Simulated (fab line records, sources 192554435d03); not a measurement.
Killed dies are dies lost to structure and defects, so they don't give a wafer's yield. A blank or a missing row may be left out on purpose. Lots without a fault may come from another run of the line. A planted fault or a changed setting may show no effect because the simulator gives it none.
Which tool did it? | flow n5_finfet | 11 lots, 33 wafers sampled, at 2 steps of a route of 1938

WHAT THE GAUGES READ, wafer by wafer
N5_BEOL_M9_OVL_MEAS_12.
lot  | measured     | on         | M9_OVL (nm)
L075 | day 9 15:59  | overlay-01 | -0.7 -0.8 -1.1
L078 | day 10 02:44 | overlay-01 | -0.7 0.1 0.6
L079 | day 10 12:25 | overlay-01 | 1.4 1.0 1.1
L081 | day 11 12:10 | overlay-02 | 1.4 0.9 0.3
L083 | day 12 08:33 | overlay-02 | 1.6 1.8 1.4
L085 | day 12 17:05 | overlay-01 | 1.0 0.6 0.1
L088 | day 12 22:04 | overlay-01 | 1.5 1.2 1.5
L090 | day 13 10:02 | overlay-01 | 0.3 0.1 0.8
L094 | day 14 11:47 | overlay-01 | -0.7 -0.3 -1.0
L093 | day 14 17:18 | overlay-02 | 1.1 0.8 0.1
L095 | day 15 08:28 | overlay-01 | 1.6 0.7 0.3

WHICH TOOL RAN EACH LOT (tool, then ch and the chambers of the sampled wafers, then the start)
lot  | N5_BEOL_M8_CMP_52
L075 | cmp-04 ch 2,3, day 9 12:21
L078 | cmp-02 ch 0,1,3, day 9 23:19
L079 | cmp-02 ch 0,2,3, day 10 08:05
L081 | cmp-04 ch 0,1,2, day 11 07:22
L083 | cmp-01 ch 0,2,3, day 12 05:42
L085 | cmp-01 ch 0,1, day 12 15:14
L088 | cmp-02 ch 0,1,3, day 12 20:22
L090 | cmp-01 ch 1,2,3, day 13 06:04
L094 | cmp-04 ch 0,2,3, day 14 07:46
L093 | cmp-02 ch 1,2,3, day 14 14:10
L095 | cmp-01 ch 0,2,3, day 15 05:14
- N5_BEOL_M8_CMP_52: polishes, stops on SiCOH lowk, t overpolish 6.9 s, target thk 80 nm.

THE ANSWER, worked out from the rows above alone
Rule: what is usual is taken from the lots themselves. Put in order of their means at a reading, lots are off if they are a third of the lots or fewer, leave a main group of 4 or more, and stand apart from it by a gap of 3 or more times the standard deviation of the main group's means; of several such gaps the widest counts. A main group whose means are all the same, to the digits that the tables above print for the reading, isn't used. A lot without any number at a reading at which 4 lots or more have one is off too. The other lots that the step has rows for count as sound.
No lot is off at any reading shown: from this, nothing can be told.

WHAT THE SIMULATOR HAD PUT IN
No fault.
